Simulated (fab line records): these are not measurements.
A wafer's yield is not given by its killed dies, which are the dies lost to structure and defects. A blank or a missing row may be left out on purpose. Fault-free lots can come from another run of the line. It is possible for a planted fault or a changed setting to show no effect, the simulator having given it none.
Split-lot experiment	flow n5 finfet	route with 1938 steps; 7 lots, 39 wafers read

== THE SPLIT ITSELF ==
At N5_HKMG_FIN_ALD_72 (deposits W, target thk 2 nm, pulse time 1 s, purge time 2 s), the setting ald cycles was moved away from the recipe's 7 on 18 of the 39 wafers read, by -42.9% to +57.1%. For the rest of the wafers, this setting stayed at what the recipe calls for.

The reading comes from the split's own step.

== THE READING ==
W_of_HKMG_FIN_ALD_72.thk nm (the simulator's own value, which no gauge read), in nm, at N5_HKMG_FIN_ALD_72 (deposits W, target thk 2 nm, pulse time 1 s, purge time 2 s). There is no usual value for it anywhere in the file. The 21 wafers here that ran the recipe average 2.1 nm, standard deviation 0.12 nm.

wafer	tool, chamber at the split	ald cycles as run	against the recipe	W_of_HKMG_FIN_ALD_72.thk nm, nm	against lot-mates on the recipe
L074.1	cvd w-01, 1,0,1	10	+42.9%	2.8	+0.9
L074.3	cvd w-01, 1,0,1	10	+42.9%	2.8	+0.9
L074.6	cvd w-01, 1,0,1	10	+42.9%	2.8	+0.9
L074.2	cvd w-01, 0,1	7	recipe	2	-
L074.4	cvd w-01, 0,1	7	recipe	2	-
L074.5	cvd w-01, 0	7	recipe	1.8	-
L075.1	cvd w-02, 1	7	recipe	2	-
L075.6	cvd w-02, 1	7	recipe	2	-
L075.2	cvd w-02, 0	5	-28.6%	1.4	-0.7
L075.5	cvd w-02, 0	5	-28.6%	1.4	-0.7
L075.3	cvd w-02, 0	7	recipe	2.2	-
L075.4	cvd w-02, 1	5	-28.6%	1.6	-0.5
L081.1	cvd w-02, 1,0,0	11	+57.1%	3.2	+1.1
L081.4	cvd w-02, 1,0,0	11	+57.1%	3.2	+1.1
L081.5	cvd w-02, 1,0,0	11	+57.1%	3.2	+1.1
L081.2	cvd w-02, 0,1	7	recipe	2	-
L081.3	cvd w-02, 0,1	7	recipe	2	-
L081.6	cvd w-02, 1	7	recipe	2.2	-
L086.1	cvd w-02, 1,1,0	7	recipe	2.2	-
L086.3	cvd w-02, 1,1,0	7	recipe	2.2	-
L086.4	cvd w-02, 1,1,0	7	recipe	2.2	-
L089.1	cvd w-01, 0,1	7	recipe	2	-
L089.2	cvd w-01, 0,1	7	recipe	2	-
L089.3	cvd w-01, 0	7	recipe	2.2	-
L089.4	cvd w-01, 1	5	-28.6%	1.4	-0.7
L089.6	cvd w-01, 1	5	-28.6%	1.4	-0.7
L089.5	cvd w-01, 0	5	-28.6%	1.6	-0.5
L090.1	cvd w-01, 0,1	7	recipe	2.2	-
L090.2	cvd w-01, 0,1	7	recipe	2.2	-
L090.3	cvd w-01, 1,0	11	+57.1%	3.2	+1.1
L090.5	cvd w-01, 1,0	11	+57.1%	3.2	+1.1
L090.4	cvd w-01, 0	11	+57.1%	3.4	+1.3
L090.6	cvd w-01, 1	7	recipe	2	-
L093.1	cvd w-02, 0,0,1	4	-42.9%	1.2	-0.9
L093.5	cvd w-02, 0,0,1	4	-42.9%	1.2	-0.9
L093.6	cvd w-02, 0,0,1	4	-42.9%	1.2	-0.9
L093.2	cvd w-02, 1	7	recipe	2.2	-
L093.3	cvd w-02, 0,1	7	recipe	2	-
L093.4	cvd w-02, 0,1	7	recipe	2	-
The file does not say which wafer passed through which chamber wherever a row lists several chambers: such a row stands for several wafers.

THE FIT
A straight line over all 39 wafers: W_of_HKMG_FIN_ALD_72.thk nm changes by +0.02 nm for each +1% of ald cycles; r = +0.99; the points scatter about the line by 0.11 nm.
The same after taking each lot's own level away (the mean of its wafers on the recipe; 39 wafers): +0.0201 nm for each +1%; r = +0.99; scatter 0.081 nm.
That fit puts the effect of the largest move of ald cycles on the reading at 1.2 nm.
From 1.93 to 2.20 nm: that is the span of the lots' own levels, equal to 2.3 times the standard deviation above.
The two slopes are in agreement: the lot-to-lot level therefore moves the slope only a little.
Check: with one of the wafers moved furthest among these (+57.1%) left out of the fit, the line predicts +1.15 nm for it against its lot-mates. Against them it came out at +1.13 nm.

== ADDITIONAL SPLITS CARRIED BY THESE WAFERS ==
Before the reading, these wafers also passed through other splits. Each is held against what the fit with the lots' levels taken away leaves over:
other split on the same wafers	wafers away from the commonest value	r with W_of_HKMG_FIN_ALD_72.thk nm (lot level and that fit taken away)
N5_SD_EPI_P_EPI_21 time s	12	-0.07

== FILE'S OWN FIT ==
W_of_HKMG_FIN_ALD_72.thk nm changes by +0.0201 nm for each +1% of ald cycles, r = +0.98.
